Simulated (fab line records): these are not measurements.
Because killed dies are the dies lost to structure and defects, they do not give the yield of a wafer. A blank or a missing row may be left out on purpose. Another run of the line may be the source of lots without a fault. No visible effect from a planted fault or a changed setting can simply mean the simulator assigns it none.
Split-lot trial + flow n5_finfet + 7 lots, 21 wafers read, on a route of 1938 steps

== ABOUT THE SPLIT ==
At N5_BEOL_M13_CMP_49 (polishes, stops on SiOC, t overpolish 17.1 s, target thk 420 nm), the setting down_force_psi was moved away from the recipe's 1 psi on 8 of the 21 wafers read, by -20.7% to +17.3%. For the rest of the wafers, this setting stayed at what the recipe calls for.

Reading taken at the split's own step.

== THE READING ==
barrier_field_endpoint_s, in s, at N5_BEOL_M13_CMP_49 (polishes, stops on SiOC, t overpolish 17.1 s, target thk 420 nm). Typical for fault-free wafers on this fab line: 30.5 s, with standard deviation 0.79 s.

| wafer  | tool, chamber at the split | down_force_psi as run, psi | against the recipe | barrier_field_endpoint_s, s | against lot-mates on the recipe |
|--------|----------------------------|----------------------------|--------------------|-----------------------------|---------------------------------|
| L075.2 | cmp-04, 2                  | 0.8164                     | -18.4%             | 36.2                        | +6.2                            |
| L075.4 | cmp-04, 3                  | 1                          | recipe             | 30.0                        | -                               |
| L075.3 | cmp-04, 0                  | 0.8164                     | -18.4%             | 37.0                        | +7.0                            |
| L077.3 | cmp-04, 0                  | 1                          | recipe             | 31.3                        | -                               |
| L077.4 | cmp-04, 1                  | 1                          | recipe             | 31.2                        | -                               |
| L077.6 | cmp-04, 0                  | 1                          | recipe             | 30.6                        | -                               |
| L080.4 | cmp-03, 1                  | 0.793                      | -20.7%             | 39.5                        | +7.7                            |
| L080.3 | cmp-03, 0                  | 0.793                      | -20.7%             | 39.1                        | +7.3                            |
| L080.6 | cmp-03, 2                  | 1                          | recipe             | 31.8                        | -                               |
| L084.3 | cmp-04, 3                  | 0.8489                     | -15.1%             | 35.8                        | +4.8                            |
| L084.1 | cmp-04, 0                  | 1                          | recipe             | 31.0                        | -                               |
| L084.5 | cmp-04, 2                  | 0.8489                     | -15.1%             | 35.7                        | +4.7                            |
| L092.1 | cmp-04, 3                  | 1.173                      | +17.3%             | 25.5                        | -5.0                            |
| L092.3 | cmp-04, 0                  | 1                          | recipe             | 30.6                        | -                               |
| L092.6 | cmp-04, 3                  | 1                          | recipe             | 30.3                        | -                               |
| L095.1 | cmp-03, 2                  | 1                          | recipe             | 31.7                        | -                               |
| L095.3 | cmp-03, 0                  | 1                          | recipe             | 31.2                        | -                               |
| L095.6 | cmp-03, 1                  | 1                          | recipe             | 30.3                        | -                               |
| L096.4 | cmp-02, 0                  | 1                          | recipe             | 29.5                        | -                               |
| L096.2 | cmp-02, 2                  | 1                          | recipe             | 31.2                        | -                               |
| L096.3 | cmp-02, 3                  | 0.8697                     | -13.0%             | 36.0                        | +5.6                            |

FIT RESULTS
A straight line over all 21 wafers: barrier_field_endpoint_s changes by -0.351 s for each +1% of down_force_psi; r = -0.98; the points scatter about the line by 0.75 s.
The same after taking each lot's own level away (the mean of its wafers on the recipe; 21 wafers): -0.343 s for each +1%; r = -0.99; scatter 0.57 s.
On that fit, the largest move of down_force_psi shifts the reading by 7.1 s.
The span of the lots' own levels, 30.00 to 31.80 s, comes to 2.3 times the standard deviation stated above.
Consequently the slope shifts little with the lot-to-lot level, the two slopes agreeing.
Check: for one of the wafers moved furthest among these (-20.7%), held out of the fit, the line's prediction against its lot-mates is +7.12 s. It came out at +7.7 s against them.
Tool readings at the split's step, against how far the setting was moved: barrier_field_endpoint_s r = -0.98.

== ADDITIONAL SPLITS CARRIED BY THESE WAFERS ==
These wafers also went through other splits before the reading. Each is held against what the fit with the lots' levels taken away leaves over:
| other split on the same wafers     | wafers away from the commonest value | r with barrier_field_endpoint_s (lot level and that fit taken away) |
|------------------------------------|--------------------------------------|---------------------------------------------------------------------|
| N5_BEOL_M10_HM_DEP_02 target_thk_a | 4                                    | -0.13                                                               |
| N5_BEOL_M10_DEP_56 time_s          | 7                                    | +0.21                                                               |
| N5_BEOL_M11_DESCUM_16 time_s       | 6                                    | -0.22                                                               |
| N5_BEOL_M11_COAT_64 spin_rpm       | 8                                    | -0.04                                                               |
| N5_BEOL_M12_SPUTTER_43 power_w     | 4                                    | -0.51                                                               |
| N5_BEOL_M12_DEP_53 time_s          | 7                                    | +0.29                                                               |

== FILE'S OWN FIT ==
barrier_field_endpoint_s changes by -0.346 s for each +1% of down_force_psi, r = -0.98.
